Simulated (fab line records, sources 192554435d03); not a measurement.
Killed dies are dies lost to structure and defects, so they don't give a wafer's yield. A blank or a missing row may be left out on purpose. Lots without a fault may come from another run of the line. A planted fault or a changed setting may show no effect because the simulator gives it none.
fab line records | flow n5_finfet
record lots=4 wafers=12 last_day=15
route steps=1938 shown BEOL_M5@1120 PASSIVATION@1936
lots that met no fault: from a run of the same line without faults
start_h: hours from the record's first day to the start of the lot's first wafer shown | wait_h: hours since the lot's step before | " the same as in the row above | L1.1+2: a row that stands for several wafers | - no value, or no start given | * or withheld: withheld | < > ~ a bound
route shown NAME@n: a module of which the file shows steps, and the number in the route of the first | usual: mean/standard deviation of fault-free wafers | same: alike in all rows | chamber/n: place in a boat | sites: the reading at each site | _std_site: their standard deviation | _edge_site: outer sites' mean less inner sites' | radius_mm: how far each site lies from the wafer's centre | mask NAME#n: copy n | behind: the tool/chamber that last shaped the wafer | hold: why the lot was held/for how many hours/how that ended | device: the transistor (n, p or np) that didn't switch | end of line: the same wafers' tests at the end of the route | a step without rows: its recipe alone | killed: dies lost to structure and defects at the first sort, not the wafer's yield | map: a wafer's dies, x killed, . not, _ none there
set.NAME: the setting as run; set.NAME@STEP: as run at that earlier step | model.NAME: the simulator's own value behind a step, which no gauge read
lots at some steps of the route; a table a step, a row a wafer
services: from which hour (start_h, from the record's first day; less than 0 if before it) a tool's chamber was out of use, for how many hours, and why
## steps
# step N5_BEOL_M5_COAT_05
# recipe resist=CAR-EUV spin_rpm=1500 resist_thk_nm=30
# step N5_BEOL_M5_EBR_07
# recipe solvent=PGMEA ebr_width_mm=1.5
# step N5_BEOL_M5_SOFTBAKE_06
# recipe temp_c=110 time_s=60 resist=CAR-EUV
# step N5_BEOL_M5_EXPOSE_08
# recipe mask_id=M5 na=0.33 source_shape=annular sigma_inner=0.4 sigma_outer=0.8 polarization=unpolarized target_cd_nm=28 dose_mj=35.75
# step N5_BEOL_M5_PEB_09
# recipe peb_temp_c=100 peb_time_s=60 resist=CAR-EUV
# step N5_BEOL_M5_DEVELOP_10
# recipe develop_time_s=30 developer=TMAH resist=CAR-EUV rinse_liquid=surfactant_rinse dry=air_spin dev_temp_c=23
# step N5_BEOL_M5_DESCUM_16
# recipe chemistry=O2 time_s=7 source_power_w=50 bias_power_w=20 pressure_mtorr=20 rf_frequency_hz=2.712e+07 temp_c=40 resist=CAR-EUV o2_flow_sccm=225
# step N5_BEOL_M5_ETCH_72
# recipe chemistry=N2/H2 target=underlayer target_depth_a=65 mask_material=CAR-EUV time_s=5.2 ion_energy_ev=200 pressure_mtorr=30 source_w=840 bias_w=150 n2_flow_sccm=200 h2_flow_sccm=200 ends=cleared
# step N5_BEOL_M5_ETCH_61
# recipe chemistry=CF4 target=SiARC target_depth_a=156 mask_material=CAR-EUV time_s=26 ion_energy_ev=80 pressure_mtorr=40 source_w=545 bias_w=36 Ar_flow_sccm=100 cf4_flow_sccm=100 ends=cleared
# step N5_BEOL_M5_ETCH_62
# recipe chemistry=N2/H2 target=SOC target_depth_a=750 overetch_a=150 mask_material=SiARC temp_c=40 time_s=112.5 ion_energy_ev=200 pressure_mtorr=30 source_w=840 bias_w=150 n2_flow_sccm=200 h2_flow_sccm=200
# usual bias_w=150.0/0.39 chamber_pressure_mTorr=30.003/0.028 drypump_motor_current_A=5.7/0.38 oes_product_au=0.63/0.066 rf_vpp_V=524.3/2.2 showerhead_plenum_p_Torr=2.55/0.077 throttle_valve_pct=17.77/0.22
# columns lot.wafer tool chamber start_h wait_h bias_w chamber_pressure_mTorr drypump_motor_current_A oes_product_au rf_hours_counter_h rf_vpp_V showerhead_plenum_p_Torr throttle_valve_pct
L306.3 rie_diel-06 1 179.59 0.0 149.9 29.968 5.5 0.53 240 524.1 2.52 17.88
L306.4 " 3 " " 150.3 30.044 5.5 0.69 - 526.0 2.57 17.48
L306.5 " 1 " " 150.4 30.009 5.5 0.53 - 522.9 2.52 17.87
L315.2 rie_diel-01 0 240.51 0.0 150.6 30.014 5.4 0.62 101 524.2 2.54 17.91
L315.4 " 2 " " 150.1 29.982 5.6 0.56 199 521.9 2.54 17.82
L315.5 " 0 " " 150.3 30.006 5.4 0.61 - 526.4 2.54 17.92
L317.2 rie_diel-06 3 247.33 0.0 150.4 30.004 5.5 0.66 59 525.3 2.56 17.52
L317.3 " 0 " " 150.1 30.012 6.0 0.73 16 523.2 2.48 17.67
L317.6 " 0 " " 150.8 30.051 5.9 0.72 - 523.1 2.48 17.66
L318.1 rie_diel-06 0 249.97 0.0 149.8 30.017 5.9 0.71 17 522.9 2.48 17.65
L318.3 " 3 " " 150.1 29.983 5.5 0.66 59 525.5 2.56 17.50
L318.4 " 2 " " 150.3 29.989 5.2 0.55 215 525.1 2.63 18.16
# step N5_BEOL_M5_STRIP_63
# recipe chemistry=N2/H2 temp_c=40 n2_flow_sccm=200 h2_flow_sccm=200 rf_frequency_hz=6e+07
# step N5_BEOL_M5_STRIP_73
# recipe chemistry=N2/H2 temp_c=40 n2_flow_sccm=200 h2_flow_sccm=200 rf_frequency_hz=6e+07
# step N5_BEOL_M5_STRIP_64
# recipe chemistry=CF4 resist=SiARC power_w=300 bias_power_w=75 pressure_mtorr=50 cf4_flow_sccm=150 rf_frequency_hz=6e+07
# step N5_BEOL_M5_HM_OPEN_17
# recipe chemistry=Cl2/BCl3 target_depth_a=200 overetch_a=60 target=TiN mask_material=SOC ion_energy_ev=150 pressure_mtorr=10 icp_w=1000 bias_w=126 Cl2_flow_sccm=53.25 bcl3_flow_sccm=21.75 Ar_flow_sccm=25
# step N5_BEOL_M5_STRIP_19
# recipe chemistry=O2 power_w=400 temp_c=40 pressure_mtorr=30 rf_frequency_hz=6e+07 bias_power_w=0 overash_fraction=0.2 o2_flow_sccm=225
# step N5_BEOL_M5_COAT_65
# recipe resist=SOC temp_c=250 time_s=60 spin_rpm=1500 resist_thk_nm=60
# step N5_BEOL_M5_COAT_66
# recipe resist=SiARC temp_c=220 time_s=60 spin_rpm=1500 resist_thk_nm=12
# step N5_BEOL_M5_COAT_74
# recipe resist=underlayer temp_c=205 time_s=60 spin_rpm=1500 resist_thk_nm=5
# step N5_BEOL_M5_COAT_22
# recipe resist=CAR-EUV spin_rpm=1500 resist_thk_nm=30
# step N5_BEOL_M5_EBR_24
# recipe solvent=PGMEA ebr_width_mm=1.5
# step N5_BEOL_M5_SOFTBAKE_23
# recipe temp_c=110 time_s=60 resist=CAR-EUV
# step N5_BEOL_M5_EXPOSE_25
# recipe mask_id=V4 na=0.33 source_shape=quasar sigma_inner=0.2 sigma_outer=0.6 polarization=unpolarized defocus_nm=10 dose_mj=52.75
# step N5_BEOL_M5_PEB_26
# recipe peb_temp_c=100 peb_time_s=60 resist=CAR-EUV
# step N5_BEOL_M5_DEVELOP_27
# recipe develop_time_s=30 developer=TMAH resist=CAR-EUV rinse_liquid=surfactant_rinse dry=air_spin dev_temp_c=23
# step N5_BEOL_M5_INSPECT_30
# recipe mode=adi inspect_instrument=brightfield
# usual raw_defect_count=426/100
# columns lot.wafer tool chamber start_h wait_h raw_defect_count
L306.3 defect_inspect-02 - 180.56 0.0 450
L306.4 " - " " 454
L306.5 " - " " 429
L315.2 defect_inspect-02 - 242.41 0.0 366
L315.4 " - " " 323
L315.5 " - " " 379
L317.2 defect_inspect-01 - 248.21 0.0 387
L317.3 " - " " 1329
L317.6 " - " " 1123
L318.1 defect_inspect-02 - 252.55 0.1 1089
L318.3 " - " " 417
L318.4 " - " " 310
# step N5_BEOL_M5_DESCUM_33
# recipe chemistry=O2 time_s=7 source_power_w=50 bias_power_w=20 pressure_mtorr=20 rf_frequency_hz=2.712e+07 temp_c=40 resist=CAR-EUV o2_flow_sccm=225
# step N5_PASSIVATION_PROBE_49
# usual defect_limited_yield=91.4/1.5 killed_at_M0_to_M3=35/11 killed_at_M4_up=16/7 killed_at_contacts=11/5.3 killed_at_front_end=37/11 killed_at_other=3.1/2.8 killed_dies=102/18 killed_open=69/15 killed_short=31/7.8 sort_bin_5_function=5.1/1.1 sort_bin_6_memory=3.2/0.69 sort_bin_8_speed=0.00/0.016 sort_n_pass=1078/18 sort_yield_pct=91.4/1.5
# same gross_dies=1180 killed_at_back_side=0 sort_bin_4_leakage[%]=0
# columns lot.wafer tool chamber start_h wait_h defect_limited_yield[%] killed_at_M0_to_M3 killed_at_M4_up killed_at_contacts killed_at_front_end killed_at_other killed_dies killed_open killed_short sort_bin_5_function[%] sort_bin_6_memory[%] sort_bin_8_speed[%] sort_n_pass sort_yield_pct[%]
L306.3 prober-01 - 277.07 0.1 92.7 36 11 10 23 6 86 51 28 4.0 3.1 0 1094 92.7
L306.4 prober-01 - 277.12 0.2 93.2 28 13 9 28 2 80 49 29 3.6 2.8 0 1100 93.2
L306.5 prober-01 - 277.17 0.2 94.7 24 12 6 18 2 62 49 13 3.1 1.8 0 1118 94.7
L318.1 prober-02 - 350.79 0.0 79.3 49 161 4 27 3 244 79 25 12.9 4.9 0 936 79.3
L318.4 prober-02 - 350.94 0.2 91.5 36 26 13 22 3 100 67 33 4.7 3.6 0 1080 91.5
L317.3 prober-02 - 352.74 0.1 78.5 48 144 11 49 2 254 95 24 13.6 5.8 0 926 78.5
L317.6 prober-02 - 352.89 0.3 79.3 41 150 9 42 2 244 70 33 12.9 4.5 0 936 79.3
# killed by level:class
L306.3 BEOL_M2:geometric_particle:open=10 MOL_CONTACT_COAG:geometric_particle:open=7 BEOL_M0_SAQP:geometric_particle:short=6 BEOL_M0_SAQP:geometric_particle:open=6 BEOL_M3:geometric_particle:open=6 DUMMY_GATE:geometric_particle:open=5 FIN_SAQP:geometric_particle:short=4 BEOL_M4:geometric_particle:open=4
L306.4 BEOL_M0_SAQP:geometric_particle:short=7 MOL_CONTACT_COAG:geometric_particle:open=6 BEOL_M4:geometric_particle:open=6 ILD0:geometric_particle:open=5 BEOL_M0_SAQP:geometric_particle:open=5 BEOL_M1:geometric_particle:open=5 BEOL_M2:geometric_particle:open=5 ILD0:geometric_particle:short=4
L306.5 BEOL_M1:geometric_particle:open=8 MOL_CONTACT_COAG:geometric_particle:open=6 BEOL_M0_SAQP:geometric_particle:open=6 BEOL_M2:geometric_particle:open=6 FIN_SAQP:geometric_particle:open=4 DUMMY_GATE:geometric_particle:open=4 BEOL_M4:geometric_particle:open=4 FIN_SAQP:geometric_particle:short=3
L318.1 BEOL_M5:unspecified=140 BEOL_M1:geometric_particle:open=21 BEOL_M4:geometric_particle:open=13 BEOL_M3:geometric_particle:open=12 FIN_SAQP:geometric_particle:short=5 STI_FIN_REVEAL:geometric_particle:open=5 BEOL_M0_SAQP:geometric_particle:short=5 DUMMY_GATE:geometric_particle:open=4
L318.4 BEOL_M4:geometric_particle:open=13 MOL_CONTACT_COAG:geometric_particle:open=11 FIN_SAQP:geometric_particle:short=7 BEOL_M1:geometric_particle:open=7 BEOL_M3:geometric_particle:open=7 BEOL_M0_SAQP:geometric_particle:short=6 BEOL_M0_SAQP:geometric_particle:open=5 BEOL_M5:geometric_particle:open=5
L317.3 BEOL_M5:unspecified=135 BEOL_M3:geometric_particle:open=20 STI_FIN_REVEAL:geometric_particle:open=10 BEOL_M0_SAQP:geometric_particle:open=10 MOL_CONTACT_COAG:geometric_particle:open=10 DUMMY_GATE:geometric_particle:open=9 FIN_SAQP:geometric_particle:short=7 BEOL_M2:geometric_particle:open=7
L317.6 BEOL_M5:unspecified=134 STI_FIN_REVEAL:geometric_particle:open=15 BEOL_M3:geometric_particle:open=12 BEOL_M2:geometric_particle:open=9 MOL_CONTACT_COAG:geometric_particle:open=7 BEOL_M0_SAQP:geometric_particle:short=7 BEOL_M4:geometric_particle:open=6 STI_FIN_REVEAL:geometric_particle:short=5
# map L317.3 (x killed, . not)
_________________x.........x.________________
______________..........x......._____________
___________.......x................__________
__________.........x..............x._________
________xx.............x...x.......x.._______
_______...x.............x........x.....______
______..x.........x...............x..x.._____
_____.x...x...........xx....x.x.x........____
____....x.....x...............x....x......___
___.......x.x................x......x......__
___............x........x...x.......x......__
__.....x..x.....xxx.x.x........x...x..x.x..x_
__..........x..xxxxxxxx.........x......x...._
_........xx...xxxxx.xxx.xx..x......x..x......
_.x.......xx..xxxxxxxx.x.......x...x....x....
_..........xxxxxxxxxxxxx......x........x.....
_x........x..xxxxxxxxxxxxx...................
_.......x..x.xxxxxxxxxxxxx.........x.........
_....x.....xxxxxxxxxxxxxxx.x..........x...x..
_x...........xxxxxxxxxxxx..x.............x...
_...x....x..x.xxxxxxxxxxx...............x..x.
__............xxxxxxxxxxxxx..............x.._
__...xx..x.....xxxxx.xx.x.........x.x......._
___.............xxx......xx.............x..__
___............x...........................__
____...............x.x.x.x...x......x.....___
_____.....x............x..x.........x...x____
______x.......x..x..x.......x.....x..x.._____
_______.....x..................x..x.x..______
________........x.....x.x.x.....x..x.._______
__________.......x................x._________
___________x.......................__________
______________..............x..._____________
_________________.......x..x.________________
# map L318.1 (x killed, . not)
_________________x...........________________
______________.................._____________
___________x..x......x.....x.....x.__________
__________.....x...................._________
________.....x......x.x......x........_______
_______x......x....x.x....x............______
______.......x........x.x........x......_____
_____......x........x..x.................____
____...................x..x.x.............___
___....x.x...............x...........x.....__
___..x.........................x..x.....x.x__
__.....xx.....x.xxxxxx...........x.x......x._
__x...........x.xxxxxxxxx..................._
_.xx...........xxxxxxxx......x.x..........x..
_..........x.x.xxxxxxxxxxx...................
_....x......xxxxxxxxxxxxx....................
_..........xxxxxxxxxxxxx.x...................
_..........xxxxxxxxxxxxxxxxx.....x..........x
_.....x..x.xxxxxxxxxxxxxxx.xx.x.......x..x...
_.x......xxxx.xxxxxxxxxxxx........xx.........
_.....xx....xxxxxxxxxxxxxx...................
__.x...........xxxxxxxx.xx.................._
__.........x.xxx..x.xx..........x.....x....._
___....x..x.x.x.xxx.xxx.x..............x...__
___..............................x..x..x...__
____........x............x..x..x..........___
_____....xxx.x..x..........x.............____
______.....x.......x......x..........x.._____
_______.....x.....................x....______
________.....x..............x........._______
__________....................xx...._________
___________...............x........__________
______________.................._____________
_________________............________________
## services
# columns tool chamber start_h hours kind
rie_diel-06 2 162.47 4.1 repair
rie_diel-01 - 165.45 15.6 pm
rie_diel-06 0 175.79 - clean
rie_diel-06 0 175.79 - consumable_replace:focus_ring
rie_diel-06 0 175.79 25.3 scheduled_down
rie_diel-06 0 175.79 25.3 vent_cycle
rie_diel-06 1 206.38 - clean
rie_diel-06 1 206.38 - consumable_replace:focus_ring
rie_diel-06 1 206.38 20.7 scheduled_down
rie_diel-06 1 206.38 20.7 vent_cycle
## key
first_sign step=N5_BEOL_M5_INSPECT_30 reading=raw_defect_count direction=up sigmas=7.4 usual=426 struck=1180
effect step=N5_PASSIVATION_PROBE_49 reading=killed_at_M4_up direction=up sigmas=19 usual=16 struck=152
more_kills_born_at N5_BEOL_M5_ETCH_62@rie_diel-06=409
met_at N5_BEOL_M5_ETCH_62
struck_wafers L317.3,L317.6,L318.1
fault kind=chamber_particle_source tool=rie_diel-06 chamber=0 onset_h=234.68 steps=N5_BEOL_M5_ETCH_62 rate_per_visit_cm2=1.1191 end_h=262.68
